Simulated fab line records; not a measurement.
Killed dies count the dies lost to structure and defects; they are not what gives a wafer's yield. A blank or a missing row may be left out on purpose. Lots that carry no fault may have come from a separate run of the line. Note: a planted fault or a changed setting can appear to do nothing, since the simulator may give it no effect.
Lot-split experiment	flow n5-finfet	21 wafers read from 7 lots, route of 1938 steps

ON THE SPLIT
At N5_MOL_CONTACT_COAG_PECVD_31 (deposits SiO2 from TEOS/O2, target thk 46 nm, time 8.9 s), the setting temp-c was moved away from the recipe's 400 C on 5 of the 21 wafers read, by +2.1% to +3.2%. All remaining wafers had this setting at the recipe value.

FROM THE SPLIT TO THE READING: what the file shows between them, 4 steps
- N5_MOL_CONTACT_COAG_COAT_75: time 60 s, resist thk 60 nm
- N5_MOL_CONTACT_COAG_COAT_76: time 60 s, resist thk 10 nm
- N5_MOL_CONTACT_COAG_ETCHBACK_135: etches SiO2 in CHF3, target depth 25 nm, time 16.7 s
- N5_MOL_CONTACT_COAG_STRIP_118: strips in CHF3

THE READING
etch.depth-nm (the simulator's own value, which no gauge read), in nm, at N5_MOL_CONTACT_COAG_VIA_ETCH_46 (etches SiO2 in C4F6/O2, target depth 46 nm, overetch 9.2 nm, time 40 s). There is no usual value for it anywhere in the file. Here, 16 wafers ran the recipe; their average is 45.85 nm with a standard deviation of 0.5 nm.

wafer	tool, chamber at the split	temp-c as run, C	against the recipe	etch.depth-nm, nm	against lot-mates on the recipe
L075.2	pecvd-03, 2	412.6	+3.2%	41.86	-4.69
L075.3	pecvd-03, 1	412.6	+3.2%	42.74	-3.81
L075.6	pecvd-03, 1	400	recipe	46.55	-
L079.1	pecvd-03, 1	408.3	+2.1%	43.32	-1.85
L079.2	pecvd-03, 0	400	recipe	45.17	-
L079.5	pecvd-03, 0	408.3	+2.1%	43.07	-2.10
L085.1	pecvd-01, 2	400	recipe	45.66	-
L085.4	pecvd-01, 1	400	recipe	46.06	-
L085.5	pecvd-01, 2	400	recipe	46.25	-
L087.2	pecvd-01, 1	400	recipe	45.39	-
L087.5	pecvd-01, 1	400	recipe	46.63	-
L087.6	pecvd-01, 0	400	recipe	45.54	-
L088.2	pecvd-03, 0	400	recipe	46	-
L088.4	pecvd-03, 2,1	400	recipe	46.11	-
L088.5	pecvd-03, 2,1	400	recipe	46.26	-
L092.1	pecvd-04, 1	400	recipe	45.63	-
L092.2	pecvd-04, 0	400	recipe	44.65	-
L092.5	pecvd-04, 0	400	recipe	45.82	-
L097.2	pecvd-01, 0	412.1	+3.0%	42.07	-3.91
L097.3	pecvd-01, 2	400	recipe	45.8	-
L097.4	pecvd-01, 2	400	recipe	46.16	-
Where a row lists several chambers, the file gives one row for several wafers and doesn't say which wafer went through which chamber.

THE FIT
A straight line over all 21 wafers: etch.depth-nm changes by -1.19 nm for each +1% of temp-c; r = -0.95; the points scatter about the line by 0.49 nm.
The same after taking each lot's own level away (the mean of its wafers on the recipe; 21 wafers): -1.25 nm for each +1%; r = -0.96; scatter 0.42 nm.
Per that fit: largest temp-c move, reading shift of 3.9 nm.
Across the lots, their own levels run from 45.170 to 46.550 nm, a range of 2.8 times the standard deviation given above.
The two slopes are in agreement: the lot-to-lot level therefore moves the slope only a little.
Check: with one of the wafers moved furthest among these (+3.2%) left out of the fit, the line predicts -3.65 nm for it against its lot-mates. Against them it came out at -4.69 nm.

FURTHER SPLITS ON THESE WAFERS
Note: prior to the reading, these wafers also went through further splits. Each is held against what the fit with the lots' levels taken away leaves over:
other split on the same wafers	wafers away from the commonest value	r with etch.depth-nm (lot level and that fit taken away)
N5_SD_EPI_P_COAT_34 spin-rpm	4	+0.06
N5_HKMG_FIN_DESCUM_53 time-s	6	-0.37
N5_GATE_CUT_ALD_22 ald-cycles	5	+0.15
N5_MOL_CONTACT_COAG_ALD_27 ald-cycles	10	-0.16

THE WHOLE CHAIN: every reading that the file lists as answering this split, in the file's order
step	what it does	reading	change (the file's fit)	r (the file's)
N5_MOL_CONTACT_COAG_PECVD_31	deposits SiO2 from TEOS/O2, target thk 46 nm, time 8.9 s	SiO2_of_MOL_CONTACT_COAG_PECVD_31.thk-nm (the simulator's own value, which no gauge read)	-1.27 nm for each +1% of the setting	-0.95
N5_MOL_CONTACT_COAG_VIA_ETCH_46	etches SiO2 in C4F6/O2, target depth 46 nm, overetch 9.2 nm, time 40 s	etch.depth-nm (the simulator's own value, which no gauge read)	-1.25 nm for each +1% of the setting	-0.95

FILE'S OWN FIT
etch.depth-nm changes by -1.25 nm for each +1% of temp-c, r = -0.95.
